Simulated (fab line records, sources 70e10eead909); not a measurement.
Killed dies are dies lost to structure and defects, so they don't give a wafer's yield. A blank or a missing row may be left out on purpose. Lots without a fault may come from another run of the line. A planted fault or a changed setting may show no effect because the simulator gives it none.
Tool commonality check | flow nand_harc | 3 lots, 9 wafers sampled

WHY IT WAS OPENED
At NHARC_END_SORT_01 the reading killed_at_other is flagged on 2 of 3 lots. Wafers without a fault read 0.7, standard deviation 1.2.
Rule: a lot is flagged when every wafer of it that has a number lies more than 4 standard deviations from that mean, or none has a number. The other lots count as sound.

lot  | measured     | on        | killed_at_other, wafer by wafer | flag
L581 | day 22 11:03 | prober-02 | 636 637 648                     | FLAGGED
L580 | day 23 02:02 | prober-02 | 646 634 642                     | FLAGGED
L586 | day 24 02:55 | prober-02 | 0 0 0                           |
The numbers of the flagged lots are 640.5 on average: +639.8 against the usual, or +99 or more standard deviations.

WHICH TOOL RAN EACH LOT
The record holds 4 process steps before the reading, out of a route of 1159 steps. In each cell: the tool, then ch and the chambers that the sampled wafers went through, then the start.
lot  | flag    | NHARC_A_BONDPAD_PVD_27                  | NHARC_THIN_TSV_DEP_43         | NHARC_THIN_TSV_ETCH_44             | NHARC_THIN_TSV_STRIP_45
L581 | FLAGGED | pvd_sputter-02, day 21 15:35 or earlier | pecvd-03 ch 0,2, day 21 15:35 | rie_diel-06 ch 0,1, day 21 16:43   | plasma_asher-02 ch 0,1, day 21 17:31
L580 | FLAGGED | pvd_sputter-03, day 22 10:13 or earlier | pecvd-03 ch 1,2, day 22 10:13 | rie_diel-06 ch 0,2,3, day 22 11:19 | plasma_asher-02 ch 0,1, day 22 12:02
L586 |         | pvd_sputter-02, day 23 05:27 or earlier | pecvd-02 ch 0,2, day 23 05:27 | rie_diel-13 ch 1,2,3, day 23 06:29 | plasma_asher-02 ch 0,1, day 23 07:19
What these steps do:
- NHARC_A_BONDPAD_PVD_27: deposits Cu, target thk 30 nm, time 20.49 s.
- NHARC_THIN_TSV_DEP_43: deposits SiO2, target thk 1328.5 nm.
- NHARC_THIN_TSV_ETCH_44: etches the open film in CF4/O2, target depth 1594.2 nm, time 797.1 s.
- NHARC_THIN_TSV_STRIP_45: strips in O2.
- NHARC_END_SORT_01

FLAGGED OVER TOTAL, TOOL BY TOOL (the gauges that took the reading come last)
step                    | tool            | lots run | flagged | share of the flagged lots | sound lots run after its first flagged lot
NHARC_A_BONDPAD_PVD_27  | pvd_sputter-02  | 2        | 1       | some                      | 1 (L586)
NHARC_A_BONDPAD_PVD_27  | pvd_sputter-03  | 1        | 1       | some                      | 0
NHARC_THIN_TSV_DEP_43   | pecvd-02        | 1        | 0       | none                      | -
NHARC_THIN_TSV_DEP_43   | pecvd-03        | 2        | 2       | all                       | 0
NHARC_THIN_TSV_ETCH_44  | rie_diel-06     | 2        | 2       | all                       | 0
NHARC_THIN_TSV_ETCH_44  | rie_diel-13     | 1        | 0       | none                      | -
NHARC_THIN_TSV_STRIP_45 | plasma_asher-02 | 3        | 2       | all                       | 1 (L586)
NHARC_END_SORT_01       | prober-02       | 3        | 2       | all                       | 1 (L586)
NHARC_A_BONDPAD_PVD_27 gives no start for some lots, so the hours and the order of its lots are those of NHARC_THIN_TSV_DEP_43.

WHAT THE TABLE ALLOWS
4 rows of the table ran every flagged lot: pecvd-03 at NHARC_THIN_TSV_DEP_43, rie_diel-06 at NHARC_THIN_TSV_ETCH_44, plasma_asher-02 at NHARC_THIN_TSV_STRIP_45, prober-02 at NHARC_END_SORT_01.
- pecvd-03 at NHARC_THIN_TSV_DEP_43: 2 of its 2 lots flagged. It ran no sound lot before its first flagged lot in this sample, so the start can't be narrowed down.
- rie_diel-06 at NHARC_THIN_TSV_ETCH_44: 2 of its 2 lots flagged. It ran no sound lot before its first flagged lot in this sample, so the start can't be narrowed down.
- plasma_asher-02 at NHARC_THIN_TSV_STRIP_45: 2 of its 3 lots flagged. Sound lots ran on it after the first flagged one (L586), which a lasting fault on the whole tool wouldn't allow. On the flagged lots its readings are blank where sound lots have values: drypump_motor_current_A, heater_power_w.
- prober-02 at NHARC_END_SORT_01: 2 of its 3 lots flagged. Sound lots ran on it after the first flagged one (L586), which a lasting fault on the whole tool wouldn't allow.
Counting lots can't tell these 2 tools apart, because each fits a fault that began at some hour. More lots, or a look at what each step does to the wafer, might.

WHAT THE SIMULATOR HAD PUT IN
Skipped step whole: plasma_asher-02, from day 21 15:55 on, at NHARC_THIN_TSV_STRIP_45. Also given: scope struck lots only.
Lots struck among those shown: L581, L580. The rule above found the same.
